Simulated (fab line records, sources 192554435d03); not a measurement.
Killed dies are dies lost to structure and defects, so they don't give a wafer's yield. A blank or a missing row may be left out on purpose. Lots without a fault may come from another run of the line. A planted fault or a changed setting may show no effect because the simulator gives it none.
Chamber matching | flow n5_finfet | N5_BEOL_M5_ETCH_72 on rie_diel-04: 4 sister chambers
The step etches underlayer in N2/H2, target depth 6.5 nm, time 5.2 s. 18 wafers are shown with their chamber, then 9 later ones without.

WAFERS WITH THEIR CHAMBER
wafer  | chamber | drypump_motor_current_A (A) | showerhead_plenum_p_Torr (Torr) | throttle_valve_pct (%)
L074.1 | 2       | 6.5                         | 2.45                            | 18.15
L074.2 | 0       | 6.5                         | 2.63                            | 18.13
L074.6 | 3       | 5.4                         | 2.61                            | 17.88
L077.2 | 2       | 6.5                         | 2.44                            | 18.16
L077.3 | 1       | 5.5                         | 2.57                            | 18.04
L077.6 | 1       | 5.6                         | 2.57                            | 18.03
L081.3 | 1       | 5.6                         | 2.57                            | 18.03
L081.4 | 2       | 6.5                         | 2.44                            | 18.16
L081.5 | 1       | 5.6                         | 2.57                            | 18.04
L084.2 | 2       | 6.5                         | 2.44                            | 18.21
L084.4 | 1       | 5.6                         | 2.56                            | 18.04
L084.5 | 2       | 6.5                         | 2.44                            | 18.19
L087.1 | 1       | 5.7                         | 2.56                            | 18.05
L087.3 | 3       | 5.4                         | 2.61                            | 17.39
L087.6 | 1       | 5.6                         | 2.56                            | 18.08
L088.1 | 1       | 5.6                         | 2.56                            | 18.07
L088.5 | 3       | 5.4                         | 2.60                            | 17.37
L088.6 | 2       | 6.5                         | 2.44                            | 18.22

SIGNATURES (means of the wafers above)
reading                  | chamber 0 | chamber 1 | chamber 2 | chamber 3 | scatter within a chamber
drypump_motor_current_A  | 6.500     | 5.600     | 6.500     | 5.400     | 0.0378
showerhead_plenum_p_Torr | 2.6300    | 2.5650    | 2.4417    | 2.6067    | 0.005
throttle_valve_pct       | 18.1300   | 18.0475   | 18.1817   | 17.5467   | 0.111
Rule: a wafer's distance from a chamber is the root of the sum, over the readings, of the square of ((its reading less the chamber's mean) divided by the reading's scatter). The wafer belongs to the nearest chamber; if the next one is less than 2 further off, it can't be placed. The scatter: the root of (the sum of the squares of (reading less its chamber's mean) over the shown wafers, divided by (wafers less chambers)).

WAFERS WITHOUT THEIR CHAMBER
wafer  | drypump_motor_current_A (A) | showerhead_plenum_p_Torr (Torr) | throttle_valve_pct (%)
L089.3 | 5.6                         | 2.56                            | 18.07
L089.4 | 6.5                         | 2.62                            | 17.75
L089.5 | 6.5                         | 2.62                            | 17.76
L094.2 | 6.5                         | 2.62                            | 17.78
L094.3 | 5.4                         | 2.60                            | 17.39
L094.5 | 5.6                         | 2.55                            | 18.12
L097.1 | 6.5                         | 2.62                            | 17.83
L097.3 | 5.6                         | 2.55                            | 18.10
L097.4 | 6.5                         | 2.43                            | 18.27

WHICH CHAMBER EACH WENT THROUGH
wafer  | from the rows above | in truth
L089.3 | 1                   | 1
L089.4 | 0                   | 0
L089.5 | 0                   | 0
L094.2 | 0                   | 0
L094.3 | 3                   | 3
L094.5 | 1                   | 1
L097.1 | 0                   | 0
L097.3 | 1                   | 1
L097.4 | 2                   | 2
Placed correctly: 9 of 9. Can't be placed from these rows: 0. Placed wrongly: 0.
